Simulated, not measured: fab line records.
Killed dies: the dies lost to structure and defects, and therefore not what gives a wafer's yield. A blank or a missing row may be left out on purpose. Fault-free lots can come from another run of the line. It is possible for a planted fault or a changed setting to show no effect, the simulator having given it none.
One fault seen from 2 desks | flow nand-harc | every desk sees just its own numbers, and what lay behind them comes last

THE DEFECT DESK
Lot by lot, what the route's inspections counted, given as the mean of those sampled wafers with a number. The brackets show how far a lot's mean lies from the usual mean; more than 4 standard deviations puts the lot out of limits, marked OUT.
Columns: A = raw-defect-count at NHARC_A_BLC_INSPECT_28, usual 403; B = raw-defect-count at NHARC_A_M0_INSPECT_11, usual 29
lot  | first seen here | A   | B
L927 | day 17 22:06    | 350 | 26
L928 | day 17 22:43    | 422 | 15
L929 | day 18 08:11    | 436 | 13
L931 | day 18 14:07    | 316 | 13
L934 | day 19 09:01    | 444 | 17
L932 | day 20 01:01    | 361 | 38
L939 | day 20 03:19    | 467 | 10
L943 | day 21 13:41    | 409 | 38
L944 | day 21 18:08    | 373 | 31
L945 | day 21 19:46    | 327 | 15
L948 | day 22 01:28    | 340 | 51
L947 | day 22 01:54    | 426 | 20
L949 | day 22 17:23    | 461 | 22
L950 | day 24 00:20    | 358 | 46
Finding of this desk: none of the 14 lots has anything out of limits.

AT THE TOOL OWNER'S DESK: rie-diel-05
The tool's own readings at NHARC_A_M0_ETCH_15 (etches the open film in C4F8/Ar, target depth 150 nm, overetch 15 nm, time 82.5 s): means of the sampled wafers that have a number, for each lot that ran on this tool. The brackets show how far a lot's mean lies from the usual mean; more than 4 standard deviations puts the lot out of limits, marked OUT.
Columns: A = oes-product-au at NHARC_A_M0_ETCH_15, usual 0.954 a.u.; B = rf-fwd-power-W at NHARC_A_M0_ETCH_15, usual 594.7 W; C = rf-vpp-V at NHARC_A_M0_ETCH_15, usual 441.7 V; D = run-length-s at NHARC_A_M0_ETCH_15, usual 103.8 s
lot  | first seen here | A     | B     | C     | D
L927 | day 17 23:22    | 0.961 | 593.4 | 443.4 | 103.6
L928 | day 18 00:01    | 0.958 | 593.9 | 442.2 | 103.8
L934 | day 19 10:17    | 0.964 | 594.3 | 442.0 | 104.3
L943 | day 21 14:58    | 0.964 | 592.9 | 441.3 | 98.6 (-11) OUT
L944 | day 21 19:16    | 0.938 | 593.5 | 440.7 | 98.5 (-11) OUT
This desk finds L943, L944 out of limits, L943 being first, at day 21 14:58 (run-length-s at NHARC_A_M0_ETCH_15). L927, L928, L934: within limits.

TAKEN TOGETHER
At day 21 14:58, on L943, L944, the tool owner's desk was in a position to raise an alarm.
Nothing the defect desk looked at was out of limits.
The defect desk has L943, L944 on record, within its limits.
NHARC_A_M0_ETCH_15 was run on rie-diel-05 by each of the lots named.

WHAT HAD BEEN PUT IN BY THE SIMULATOR
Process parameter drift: rie-diel-05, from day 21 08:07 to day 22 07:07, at NHARC_A_M0_ETCH_15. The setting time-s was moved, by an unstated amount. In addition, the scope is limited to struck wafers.
Lots struck among those shown: L943, L944.
Hours from the fault's start to each desk's first reading out of limits: the tool owner's desk, 7.
